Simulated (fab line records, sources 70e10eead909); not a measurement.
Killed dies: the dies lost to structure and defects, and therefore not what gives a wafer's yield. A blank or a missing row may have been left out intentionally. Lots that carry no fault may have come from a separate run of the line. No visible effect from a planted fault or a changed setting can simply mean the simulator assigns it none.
Which of the tools did it?    flow nandHarc    11 lots with 33 wafers sampled at 6 steps, on a route of 1302 steps

WHAT THE GAUGES SHOWED, per wafer
NHARC_P_BONDPAD_CD_MEAS_09 targets a cd of 500 nm. Usual: cdNm at 500.3 nm, with a standard deviation of 1.5.
lot   measured      on        cdNm (nm)          flag
L586  day 6 18:28   cdSem-03  501.2 501.7 501.7  
L588  day 7 19:27   cdSem-03  500.2 497.5 498.3  
L590  day 8 17:58   cdSem-01  497.4 498.3 501.9  
L593  day 9 17:55   cdSem-03  499.6 499.6 500.0  
L598  day 12 00:47  cdSem-02  498.9 501.0 498.2  
L599  day 12 15:01  cdSem-02  500.6 502.0 503.3  
L600  day 13 01:53  cdSem-03  502.5 501.3 502.4  
L601  day 13 15:46  cdSem-02  500.1 501.1 501.6  
L602  day 13 18:01  cdSem-03  501.9 501.5 501.9  
L603  day 14 00:55  cdSem-02  500.3 500.3 500.9  
L608  day 16 00:46  cdSem-01  501.0 502.5 501.9  

NHARC_P_BONDPAD_THK_MEAS_20: measures by xrf. Usual: thkNm at 160.8 nm, with a standard deviation of 1.3.
lot   measured      on            thkNm (nm)         flag
L586  day 6 21:02   filmMetro-02  159.2 161.0 161.4  
L588  day 7 22:00   filmMetro-01  163.6 160.4 162.6  
L590  day 8 20:34   filmMetro-01  161.9 161.9 162.3  
L593  day 9 20:28   filmMetro-02  163.1 160.5 160.9  
L598  day 12 03:22  filmMetro-02  161.5 162.6 161.4  
L599  day 12 17:34  filmMetro-02  28.6 31.5 31.2     OFF
L600  day 13 04:28  filmMetro-01  29.9 29.7 31.9     OFF
L601  day 13 18:19  filmMetro-02  30.2 29.7 29.2     OFF
L602  day 13 20:41  filmMetro-01  160.0 162.2 161.0  
L603  day 14 03:36  filmMetro-02  160.3 159.0 160.6  
L608  day 16 03:19  filmMetro-02  160.1 161.3 159.9  

NHARC_P_BONDPAD_INSPECT_23. Usual: rawDefectCount at 344, with a standard deviation of 110.
lot   measured      on                rawDefectCount  flag
L586  day 6 21:14   defectInspect-02  385 377 341     
L588  day 7 22:14   defectInspect-02  357 203 302     
L590  day 8 20:49   defectInspect-01  324 595 402     
L593  day 9 20:40   defectInspect-01  251 362 216     
L598  day 12 03:35  defectInspect-02  345 215 280     
L599  day 12 17:46  defectInspect-02  369 426 620     
L600  day 13 04:40  defectInspect-02  327 406 400     
L601  day 13 18:33  defectInspect-02  474 298 320     
L602  day 13 20:53  defectInspect-02  389 554 408     
L603  day 14 03:49  defectInspect-01  416 388 286     
L608  day 16 03:32  defectInspect-02  387 263 445     

NHARC_END_SORT_01. Usual: defectLimitedYield 91.6 %, standard deviation 2.6; killedAtArray 51, standard deviation 17; killedAtOther 1.6, standard deviation 2.1; killedAtPeriphery 4, standard deviation 3.2; killedDies 57, standard deviation 18; killedOpen 2.9, standard deviation 1.7; killedShort 2.3, standard deviation 1.3; sort_bin_2_pct 3.0 %, standard deviation 1.2; sort_bin_3_pct 0.7 %, standard deviation 0.43; sort_bin_4_pct 4.7 %, standard deviation 1.4; sortNPass 620, standard deviation 18; sortRimYieldPct 87 %, standard deviation 4.8; sortYieldPct 91.6 %, standard deviation 2.6.
lot   measured      on         defectLimitedYield (%)  killedAtArray  killedAtOther  killedAtPeriphery  killedDies   killedOpen  killedShort  sort_bin_2_pct (%)  sort_bin_3_pct (%)  sort_bin_4_pct (%)  sortNPass    sortRimYieldPct (%)  sortYieldPct (%)  flag
L586  day 24 23:05  prober-02  94.4 94.8 93.5          30 32 37       2 1 4          6 2 3              38 35 44     4 4 1       2 2 3        1.9 2.1 1.9         0.1 0.7 0.3         3.5 2.4 4.3         639 642 633  87 88 91             94.4 94.8 93.5    
L588  day 25 07:30  prober-01  92.6 91.7 92.0          43 48 44       1 5 7          6 3 3              50 56 54     6 3 3       1 0 2        1.8 2.4 3.2         0.7 0.3 1.2         4.9 5.6 3.5         627 621 623  89 92 92             92.6 91.7 92.0    
L590  day 27 04:47  prober-01  89.5 89.2 84.9          67 70 96       0 0 1          4 3 5              71 73 102    1 3 7       2 5 2        4.7 4.3 4.3         1.2 1.9 1.2         4.6 4.6 9.6         606 604 575  85 84 77             89.5 89.2 84.9    
L593  day 27 14:13  prober-01  91.3 90.5 89.2          56 59 70       0 0 0          3 5 3              59 64 73     2 4 4       1 3 2        3.1 3.7 4.9         1.0 1.2 0.6         4.6 4.6 5.3         618 613 604  86 89 78             91.3 90.5 89.2    
L598  day 30 02:23  prober-02  87.7 88.6 87.1          71 67 77       0 0 0          12 10 10           83 77 87     3 1 1       0 1 2        4.3 3.1 4.7         0.9 0.9 1.9         7.1 7.4 6.2         594 600 590  88 82 78             87.7 88.6 87.1    
L599  day 30 12:23  prober-01  0 0 0                   21 14 21       1 0 2          655 663 654        677 677 677  2 2 2       5 2 3        97.2 98.4 96.2      0.4 0.1 0.1         2.4 1.5 3.7         0 0 0        0 0 0                0 0 0             OFF
L600  day 31 07:17  prober-01  0 0 0                   52 56 53       0 0 0          625 621 624        677 677 677  2 7 3       2 2 1        95.7 94.5 94.7      0.9 0.7 1.0         3.4 4.7 4.3         0 0 0        0 0 0                0 0 0             OFF
L601  day 30 20:04  prober-02  0 0 0                   62 69 61       5 3 1          610 605 615        677 677 677  3 2 1       1 1 3        93.5 93.9 93.9      1.5 0.4 0.9         5.0 5.6 5.2         0 0 0        0 0 0                0 0 0             OFF
L602  day 30 10:44  prober-02  92.0 92.3 94.1          54 49 39       0 0 0          0 3 1              54 52 40     3 4 3       2 1 1        2.5 2.1 1.9         1.2 0.6 0.1         4.3 5.0 3.8         623 625 637  81 88 89             92.0 92.3 94.1    
L603  day 31 12:51  prober-02  92.6 92.0 92.6          47 53 46       0 1 0          3 0 4              50 54 50     2 3 4       4 5 3        2.4 3.8 1.8         0.6 0.3 0.7         4.4 3.8 4.9         627 623 627  83 84 88             92.6 92.0 92.6    
L608  day 33 12:59  prober-01  93.6 90.5 90.5          36 57 61       2 2 1          5 5 2              43 64 64     1 3 1       3 2 2        2.7 3.7 2.7         0.4 0.4 0.4         3.2 5.3 6.4         634 613 613  87 81 79             93.6 90.5 90.5    

EACH LOT AND THE TOOL THAT RAN IT (in order: tool; ch and the chambers of the sampled wafers; start)
lot   NHARC_P_BONDPAD_ETCH_37            NHARC_P_BONDPAD_ECD_18
L586  rieDiel-09 ch 0,1,3, day 6 18:46   ecdCu-02 ch 0,1, day 6 19:59
L588  rieDiel-08 ch 2,3, day 7 19:45     ecdCu-02 ch 0,1, day 7 20:58
L590  rieDiel-09 ch 2,3, day 8 18:16     ecdCu-02 ch 0,1, day 8 19:40
L593  rieDiel-06 ch 0,3, day 9 18:13     ecdCu-01 ch 0,1, day 9 19:28
L598  rieDiel-08 ch 0,3, day 12 01:05    ecdCu-02 ch 0,1, day 12 02:21
L599  rieDiel-08 ch 0,1,2, day 12 15:19  ecdCu-01 ch 0,1, day 12 16:40
L600  rieDiel-06 ch 1,2, day 13 02:10    ecdCu-02 ch 0,1, day 13 03:29
L601  rieDiel-09 ch 1,2,3, day 13 16:04  ecdCu-02 ch 0,1, day 13 17:17
L602  rieDiel-06 ch 0,3, day 13 18:19    ecdCu-01 ch 0, day 13 19:35
L603  rieDiel-08 ch 1,2, day 14 01:15    ecdCu-01 ch 0,1, day 14 02:39
L608  rieDiel-06 ch 1,2,3, day 16 01:04  ecdCu-02 ch 0,1, day 16 02:20
- NHARC_P_BONDPAD_ETCH_37: etches the open film in N2/H2, target depth 60 nm, overetch 18 nm, time 65.91 s.
- NHARC_P_BONDPAD_ECD_18: material Cu, target thk 400 nm.

WHAT THE TOOLS THEMSELVES READ (means of the sampled wafers that have a number; where no wafer has one, the mark that the record gives instead)
NHARC_P_BONDPAD_ETCH_37. Usual: drypumpMotorCurrentA 5.9 A, standard deviation 0.46; oesProductAu 1.000 a.u., standard deviation 0.0079; rfVppV 429.9 V, standard deviation 2.5; showerheadPlenumPTorr 2.02 Torr, standard deviation 0.09; throttleValvePct 14.172 %, standard deviation 0.0072.
lot   tool        drypumpMotorCurrentA (A)  oesProductAu (a.u.)  rfVppV (V)  showerheadPlenumPTorr (Torr)  throttleValvePct (%)  flag
L586  rieDiel-09  5.4                       1.007                430.0       2.04                          14.173                
L588  rieDiel-08  6.0                       0.997                429.4       1.99                          14.169                
L590  rieDiel-09  5.2                       0.996                428.4       1.99                          14.170                
L593  rieDiel-06  6.2                       1.003                429.2       2.00                          14.166                
L598  rieDiel-08  5.8                       0.997                432.8       2.07                          14.175                
L599  rieDiel-08  5.9                       0.996                430.2       2.03                          14.175                
L600  rieDiel-06  6.1                       0.999                430.1       2.03                          14.174                
L601  rieDiel-09  5.7                       1.000                431.5       2.06                          14.174                
L602  rieDiel-06  6.0                       1.008                430.8       2.06                          14.178                
L603  rieDiel-08  6.0                       0.998                429.1       1.99                          14.183                
L608  rieDiel-06  6.4                       1.003                428.3       1.97                          14.174                

NHARC_P_BONDPAD_ECD_18. Usual: bathHeatDutyPct 6.5 %, standard deviation 0.95; bathTempC 24.99 C, standard deviation 0.12.
lot   tool      bathHeatDutyPct (%)  bathTempC (C)  flag
L586  ecdCu-02  7.1                  24.91          
L588  ecdCu-02  7.8                  24.89          
L590  ecdCu-02  6.9                  25.07          
L593  ecdCu-01  5.5                  24.93          
L598  ecdCu-02  7.1                  24.76          
L599  ecdCu-01  -                    -              OFF
L600  ecdCu-02  -                    -              OFF
L601  ecdCu-02  -                    -              OFF
L602  ecdCu-01  6.0                  24.96          
L603  ecdCu-01  5.5                  24.98          
L608  ecdCu-02  7.3                  25.00          

THE ANSWER, worked out from the rows above alone
Rule: a lot counts as off when the mean over its wafers that have a number is more than 3 standard deviations away from the usual mean. Also off: a lot with no number at a reading for which 4 or more lots have one. Where the step has rows for the other lots, those lots are counted as sound. After the gauges, taken in route order, come the tools' own readings; for these a lot's mean is taken, as printed above. The first step at which some lot is off is used, and at that step the reading that is off furthest; a lot without a number counts as furthest.
Off: L599, L600, L601, at NHARC_P_BONDPAD_THK_MEAS_20 (thkNm).
A tool fits if, at a process step before that reading, it ran every lot that is off, and no sound lot after the first of them. The gauges at NHARC_P_BONDPAD_THK_MEAS_20 aren't tried: what is off there is off at NHARC_END_SORT_01 too, on other tools, and a gauge's error can't cause that. None of those tried fits.

WHAT HAD BEEN PUT IN BY THE SIMULATOR
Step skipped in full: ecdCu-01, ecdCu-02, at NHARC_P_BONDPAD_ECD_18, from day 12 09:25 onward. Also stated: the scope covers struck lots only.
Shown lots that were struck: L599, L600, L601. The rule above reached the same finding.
